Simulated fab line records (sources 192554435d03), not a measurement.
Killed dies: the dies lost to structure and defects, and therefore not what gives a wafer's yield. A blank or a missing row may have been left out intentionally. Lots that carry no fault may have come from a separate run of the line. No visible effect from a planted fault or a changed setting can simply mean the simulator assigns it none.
Comparing a struck lot with a sound one	flow n5_finfet	23 out of 1938 route steps
Sound: these wafers, L800.1, L800.3, L800.6. Struck: wafers L795.4, L795.6 (left out: L795.2, a lot-mate that was not struck); the cause follows at the end.
For every step that has rows: the tool of each side, followed by ch and its chambers, followed by its first start. Under that, the readings that differ: sound wafers	struck wafers	difference of the means	sigmas: that difference in standard deviations of wafers without a fault.
alike: readings with means less than 2 such deviations apart, plus words and numbers identical on both sides. not compared: withheld readings, readings lacking a value on some wafer, bounds such as >300 that could conceal the same value, and numbers that have no deviation in the record and whose values overlap.
Wherever a step has rows on one side only, a row that says differs or no value, or a row with sigmas, the two part there. Non-overlapping numbers with no deviation appear without sigmas and do not part them. A reading that every wafer of one side lacks parts them only if that side has two wafers or more.

first, 9 steps without rows for these wafers: N5_BEOL_M10_EBR_07; N5_BEOL_M10_SOFTBAKE_06 (time 60 s); N5_BEOL_M10_EXPOSE_08 (exposes mask M10); N5_BEOL_M10_PEB_09 (peb time 60 s); N5_BEOL_M10_DEVELOP_10 (develop time 30 s); N5_BEOL_M10_DESCUM_16 (chemistry O2, time 7.9 s); N5_BEOL_M10_ETCH_61 (etches SiARC in CF4, target depth 39 nm, time 65 s); N5_BEOL_M10_ETCH_62 (etches SOC in N2/H2, target depth 110 nm, overetch 22 nm, time 165 s); N5_BEOL_M10_STRIP_68 (strips in N2/H2).
N5_BEOL_M10_STRIP_67: strips in CF4.
  sound on rie_diel-05 ch 0,1, day 18 01:03; struck on rie_diel-01 ch 1, day 16 18:00
  alike: drypump_motor_current_A, oes_product_au, rf_vpp_V, showerhead_plenum_p_Torr, throttle_valve_pct
  not compared: rf_hours_counter_h
then, 10 steps without rows for these wafers: N5_BEOL_M10_HM_OPEN_17 (chemistry Cl2/BCl3, target TiN, target depth 20 nm, overetch 6 nm); N5_BEOL_M10_STRIP_19 (strips in O2); N5_BEOL_M10_COAT_63 (time 60 s, resist thk 100 nm); N5_BEOL_M10_COAT_64 (time 60 s, resist thk 30 nm); N5_BEOL_M10_COAT_22 (resist thk 90 nm); N5_BEOL_M10_EBR_24; N5_BEOL_M10_SOFTBAKE_23 (time 60 s); N5_BEOL_M10_EXPOSE_25 (exposes mask V9); N5_BEOL_M10_PEB_26 (peb time 60 s); N5_BEOL_M10_DEVELOP_27 (develop time 30 s).
N5_BEOL_M10_INSPECT_30: inspects for defects (brightfield).
  sound: defect_inspect-02 at day 18 05:30; struck: defect_inspect-02 at day 16 23:30
reading	sound	struck	difference	sigmas
raw_defect_count	451 436 404	1246 1135	+760	+9
then, 1 step without rows for these wafers: N5_BEOL_M10_DESCUM_33 (chemistry O2, time 7.9 s).
-- here the record skips 4 days between the struck wafers' starts before and after, leaving off in module BEOL_M10 and picking up in module PASSIVATION (first step shown: number 1936 of the route) --
N5_PASSIVATION_PROBE_49:
  sound: prober-02 at day 21 08:40; struck: prober-01 at day 20 14:29
reading	sound	struck	difference	sigmas
defect_limited_yield (%)	90.1 92.6 88.9	82.8 83.8	-7.2	-5
killed_at_M4_up	8 7 11	83 102	+84	+16
killed_at_front_end	28 16 43	64 35	+20	+2
killed_dies	117 87 131	203 191	+85	+5
killed_on_rim	16 9 20	33 27	+15	+4
sort_bin_5_function (%)	5.6 4.9 6.5	9.5 9.7	+3.9	+4
sort_n_pass	1062 1093 1049	977 989	-85	-5
sort_yield_pct (%)	90.0 92.6 88.9	82.8 83.8	-7.2	-5
  alike: killed_at_M0_to_M3, killed_at_contacts, killed_at_other, killed_open, killed_short, sort_bin_4_leakage, sort_bin_6_memory, sort_bin_8_speed

== WHERE THEY PART ==
Earliest at N5_BEOL_M10_INSPECT_30; latest, in this record, at N5_PASSIVATION_PROBE_49.

WHY: whatever the simulator had introduced
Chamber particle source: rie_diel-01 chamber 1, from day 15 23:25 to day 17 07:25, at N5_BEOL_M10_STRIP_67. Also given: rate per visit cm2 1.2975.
